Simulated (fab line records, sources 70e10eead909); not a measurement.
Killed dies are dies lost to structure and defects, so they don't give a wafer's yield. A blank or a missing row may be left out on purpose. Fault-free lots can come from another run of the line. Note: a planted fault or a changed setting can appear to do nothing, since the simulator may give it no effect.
A lot that was struck, set against a sound lot + flow nandHarc + 15 out of 1159 route steps
Sound: the wafers L900.3, L900.4, L900.6. Struck: wafers L912.5, L912.6. (L912.1 of the same lot was not struck and is left out.) The cause comes at the end.
For every step that has rows: the tool of each side, followed by ch and its chambers, followed by its first start. Under that, the readings that differ: sound wafers + struck wafers + difference of the means + sigmas: that difference in standard deviations of wafers without a fault.
alike: readings with means less than 2 such deviations apart, plus words and numbers identical on both sides. not compared: withheld readings, readings lacking a value on some wafer, bounds such as >300 that could conceal the same value, and numbers that have no deviation in the record and whose values overlap.
A row with sigmas, a row that says differs or no value, or rows on one side alone: a step with any of these is where the two part. Numbers that don't overlap but have no deviation are shown without sigmas and don't part them. Lack of a reading on every wafer of one side parts them only where that side has two or more wafers.

first, 3 steps without rows for these wafers: NHARC_THIN_TSV_EXPOSE_09 (exposes mask TSV); NHARC_THIN_TSV_PEB_10 (peb time 85 s); NHARC_THIN_TSV_DEVELOP_11 (time 70 s).
NHARC_THIN_TSV_CD_MEAS_12 targets a cd of 1000 nm.
  sound on cdSem-03 ch 0, day 19 07:41; struck on cdSem-03 ch 0, day 23 05:41
  alike: cdNm
then, 1 step without rows for these wafers: NHARC_THIN_TSV_HARDBAKE_13 (time 80 s).
NHARC_THIN_TSV_DESCUM_14: chemistry O2, time 3 s.
  sound on rieDiel-10 ch 1,3, day 19 07:52; struck on rieDiel-13 ch 1,2, day 23 05:52
  alike: drypumpMotorCurrentA, o2FlowSccm, oesProductAu, rfVppV, showerheadPlenumPTorr, throttleValvePct
  not compared: rfHoursCounterH
NHARC_THIN_TSV_ETCH_44: etches the open film in CF4/O2, target depth 1594.2 nm, time 797.1 s.
  sound on rieDiel-10 ch 0,1, day 19 07:56; struck on rieDiel-13 ch 2,3, day 23 06:06
  alike: cf4FlowSccm, drypumpMotorCurrentA, o2FlowSccm, oesProductAu, rfVppV, showerheadPlenumPTorr, throttleValvePct
  not compared: rfHoursCounterH
then, 1 step without rows for these wafers: NHARC_THIN_TSV_ETCH_15 (target depth 3000 nm, bosch target overetch cycles 2, bosch etch step 2.8 s).
NHARC_THIN_TSV_CD_MEAS_16:
  struck on cdSem-03, day 23 06:40; sound on cdSem-03, day 19 08:40
  alike: cdNm
NHARC_THIN_TSV_STRIP_45: strips in O2.
  sound on plasmaAsher-02 ch 0,1, day 19 08:50; struck on plasmaAsher-02 ch 0,1, day 23 06:47
  alike: drypumpMotorCurrentA, heaterPowerW
  not compared: rfHoursCounterH
then, 1 step without rows for these wafers: NHARC_THIN_TSV_STRIP_46 (strips in post etch residue remover, time 1200 s).
NHARC_THIN_TSV_DEP_47: deposits SiO2, target thk 200 nm.
  sound on pecvd-04 ch 0,1,2, day 19 09:32; struck on pecvd-02 ch 0,2, day 23 07:32
  alike: throttleValvePct
NHARC_THIN_TSV_ETCHBACK_48: etches the open film in C4F8/Ar, target depth 1028.5 nm, time 405.17 s.
  sound on rieDiel-10 ch 1,2, day 19 09:58; struck on rieDiel-06 ch 1,2, day 23 08:02
| reading             | sound             | struck          | difference | sigmas |
|---------------------|-------------------|-----------------|------------|--------|
| oesProductAu (a.u.) | 0.946 0.928 0.936 | 0.996 1.007     | +0.065     | +2     |
| overEtchFrac        | 0.3 0.3 0.3       | 0.12377 0.12377 | -0.17623   |        |
  alike: rfVppV
  not compared: rfHoursCounterH
NHARC_THIN_TSV_STRIP_62: strips in N2/H2, time 20 s.
  sound on plasmaAsher-01 ch 0,1, day 19 10:23; struck on plasmaAsher-01 ch 0,1, day 23 08:23
  alike: drypumpMotorCurrentA, heaterPowerW
  not compared: rfHoursCounterH
NHARC_END_SORT_01:
  sound on prober-01 ch 0, day 20 04:07; struck on prober-01 ch 0, day 24 05:29
| reading                | sound          | struck    | difference | sigmas |
|------------------------|----------------|-----------|------------|--------|
| defectLimitedYield (%) | 96.5 96.2 95.9 | 92.3 92.2 | -4.0       | -2     |
| killedAtArray          | 23 21 24       | 48 49     | +26        | +2     |
| killedDies             | 24 26 28       | 52 53     | +26        | +2     |
| killedShort            | 0 0 2          | 4 5       | +4         | +3     |
| sort_bin_3_pct (%)     | 0.15 0.44 0.15 | 0.44 1.03 | +0.49      | +2     |
| sort_bin_4_pct (%)     | 1.6 2.5 2.2    | 4.4 5.0   | +2.6       | +2     |
| sortNPass              | 653 651 649    | 625 624   | -26        | -2     |
| sortRimYieldPct (%)    | 98.1 98.1 99.1 | 92.5 92.5 | -5.9       | -2     |
| sortYieldPct (%)       | 96.5 96.2 95.9 | 92.3 92.2 | -4.0       | -2     |
  alike: killedAtOther, killedAtPeriphery, killedOpen, sort_bin_2_pct

WHERE THEY PART
At NHARC_THIN_TSV_ETCHBACK_48 first; at NHARC_END_SORT_01 last (within this record only).

WHY: the cause the simulator had injected
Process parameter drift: rieDiel-06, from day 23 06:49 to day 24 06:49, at NHARC_THIN_TSV_ETCHBACK_48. From 0.3, the setting overEtchFrac moved by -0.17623. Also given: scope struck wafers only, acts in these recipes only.
